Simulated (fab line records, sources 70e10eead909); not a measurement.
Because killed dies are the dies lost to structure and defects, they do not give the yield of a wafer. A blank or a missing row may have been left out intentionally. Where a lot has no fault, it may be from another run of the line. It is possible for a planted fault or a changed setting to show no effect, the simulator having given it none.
Check of tool commonality | flow nandHarc | 13 lots and 39 wafers in the sample

THE REASON FOR OPENING IT
Flagged at NHARC_P_GATE_CD_MEAS_26: reading cdNm, on 2 of 13 lots. No-fault wafers: 119.5 nm, standard deviation 0.79.
Rule: a lot gets a flag if all its wafers with a number sit over 4 standard deviations from that mean, or if no wafer of it has a number. All remaining lots are regarded as sound.

lot  | measured     | on       | cdNm (nm), wafer by wafer | flag
L796 | day 4 06:13  | cdSem-03 | 119.6 118.8 118.7         | 
L798 | day 4 19:49  | cdSem-02 | 120.2 120.4 119.6         | 
L799 | day 5 16:21  | cdSem-03 | 118.4 119.7 119.3         | 
L800 | day 5 17:11  | cdSem-01 | 118.5 118.7 118.8         | 
L802 | day 6 13:50  | cdSem-01 | 119.0 119.4 120.1         | 
L806 | day 8 08:56  | cdSem-02 | 120.3 119.2 119.3         | 
L807 | day 8 12:58  | cdSem-03 | 119.5 118.3 118.7         | 
L808 | day 9 02:12  | cdSem-01 | 119.1 118.4 119.0         | 
L810 | day 9 22:42  | cdSem-03 | 119.2 118.7 119.4         | 
L813 | day 11 09:03 | cdSem-03 | 222.6 222.9 222.7         | FLAGGED
L814 | day 11 16:15 | cdSem-02 | 120.1 119.6 119.4         | 
L816 | day 12 06:53 | cdSem-03 | 118.8 119.7 119.5         | 
L815 | day 12 07:02 | cdSem-01 | 223.4 223.3 224.1         | FLAGGED
Flagged lots average 223.2 nm: +103.7 nm relative to the usual, that is +99 or more standard deviations.

TOOL THAT RAN EACH LOT
The record holds 3 process steps before the reading, out of a route of 1302 steps. In each cell: the tool, then ch and the chambers that the sampled wafers went through, then the start.
lot  | flag    | NHARC_P_STI_CMP_21            | NHARC_P_GATE_DEP_103            | NHARC_P_GATE_PEB_24
L796 |         | cmp-04 ch 0,1,2, day 2 20:16  | pecvd-04 ch 0,1, day 4 05:39    | lithoTrack-01 ch 0, day 4 06:08
L798 |         | cmp-03 ch 0,2,3, day 3 11:09  | pecvd-02 ch 0,2, day 4 19:10    | lithoTrack-04 ch 0, day 4 19:44
L799 |         | cmp-02 ch 0,1, day 4 04:05    | pecvd-02 ch 1,2, day 5 15:47    | lithoTrack-06 ch 0, day 5 16:16
L800 |         | cmp-03 ch 0,1,2, day 4 08:35  | pecvd-02 ch 1,2, day 5 16:26    | lithoTrack-01 ch 0, day 5 17:07
L802 |         | cmp-04 ch 0,2, day 5 03:40    | pecvd-02 ch 0,1,2, day 6 13:11  | lithoTrack-06 ch 0, day 6 13:45
L806 |         | cmp-04 ch 1,2,3, day 6 19:02  | pecvd-02 ch 0,2, day 8 08:15    | lithoTrack-01 ch 0, day 8 08:51
L807 |         | cmp-04 ch 0,1,2, day 7 03:13  | pecvd-01 ch 0,1, day 8 12:19    | lithoTrack-01 ch 0, day 8 12:53
L808 |         | cmp-03 ch 0,1,3, day 7 14:23  | pecvd-01 ch 1,2, day 9 01:39    | lithoTrack-06 ch 0, day 9 02:07
L810 |         | cmp-03 ch 1,2,3, day 8 15:24  | pecvd-01 ch 0,2, day 9 22:05    | lithoTrack-06 ch 0, day 9 22:37
L813 | FLAGGED | cmp-03 ch 1,2,3, day 9 16:36  | pecvd-02 ch 0,1,2, day 11 08:23 | lithoTrack-01 ch 0, day 11 08:58
L814 |         | cmp-02 ch 0,1,3, day 10 06:19 | pecvd-02 ch 0,2, day 11 15:41   | lithoTrack-06 ch 0, day 11 16:10
L816 |         | cmp-04 ch 2,3, day 10 20:52   | pecvd-01 ch 0,1,2, day 12 06:16 | lithoTrack-06 ch 0, day 12 06:48
L815 | FLAGGED | cmp-02 ch 1,2,3, day 10 20:52 | pecvd-02 ch 1,2, day 12 06:20   | lithoTrack-01 ch 0, day 12 06:57
What these steps do:
- NHARC_P_STI_CMP_21: polishes, t overpolish 20 s, target thk 380.67 nm.
- NHARC_P_GATE_DEP_103: deposits SiON, target thk 30 nm.
- NHARC_P_GATE_PEB_24: peb time 65 s.
- NHARC_P_GATE_CD_MEAS_26: target cd 120 nm.

FLAGGED AGAINST TOTAL, ONE TOOL AT A TIME (gauges that did the reading follow at the end)
step                    | tool          | lots run | flagged | share of the flagged lots | sound lots run after its first flagged lot
NHARC_P_STI_CMP_21      | cmp-02        | 3        | 1       | some                      | 0
NHARC_P_STI_CMP_21      | cmp-03        | 5        | 1       | some                      | 0
NHARC_P_STI_CMP_21      | cmp-04        | 5        | 0       | none                      | -
NHARC_P_GATE_DEP_103    | pecvd-01      | 4        | 0       | none                      | -
NHARC_P_GATE_DEP_103    | pecvd-02      | 8        | 2       | all                       | 1 (L814)
NHARC_P_GATE_DEP_103    | pecvd-04      | 1        | 0       | none                      | -
NHARC_P_GATE_PEB_24     | lithoTrack-01 | 6        | 2       | all                       | 0
NHARC_P_GATE_PEB_24     | lithoTrack-04 | 1        | 0       | none                      | -
NHARC_P_GATE_PEB_24     | lithoTrack-06 | 6        | 0       | none                      | -
NHARC_P_GATE_CD_MEAS_26 | cdSem-01      | 4        | 1       | some                      | 0
NHARC_P_GATE_CD_MEAS_26 | cdSem-02      | 3        | 0       | none                      | -
NHARC_P_GATE_CD_MEAS_26 | cdSem-03      | 6        | 1       | some                      | 1 (L816)

WHAT THE TABLE PERMITS
pecvd-02 at NHARC_P_GATE_DEP_103 and lithoTrack-01 at NHARC_P_GATE_PEB_24 are the 2 rows of the table that ran each flagged lot.
- pecvd-02 at NHARC_P_GATE_DEP_103 ran 8 lots, 2 of them flagged. Sound lots followed the first flagged one (L814) on it, something a lasting fault affecting the whole tool could not allow.
- lithoTrack-01 at NHARC_P_GATE_PEB_24 ran 6 lots, 2 of them flagged. It ran its last sound lot, L807, at day 8 12:53 and its first flagged lot, L813, at day 11 08:58: a fault with its onset between the two fits. Its own readings (heaterPowerTotalW) fall more than 4 standard deviations out on all wafers of the flagged lots.
What remains is a single tool, lithoTrack-01 at NHARC_P_GATE_PEB_24.

WHAT THE SIMULATOR HAD PUT IN
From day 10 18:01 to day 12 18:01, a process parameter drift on lithoTrack-01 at NHARC_P_GATE_PEB_24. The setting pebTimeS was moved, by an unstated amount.
Lots struck among those shown: L813, L815. The rule given above showed the same thing.
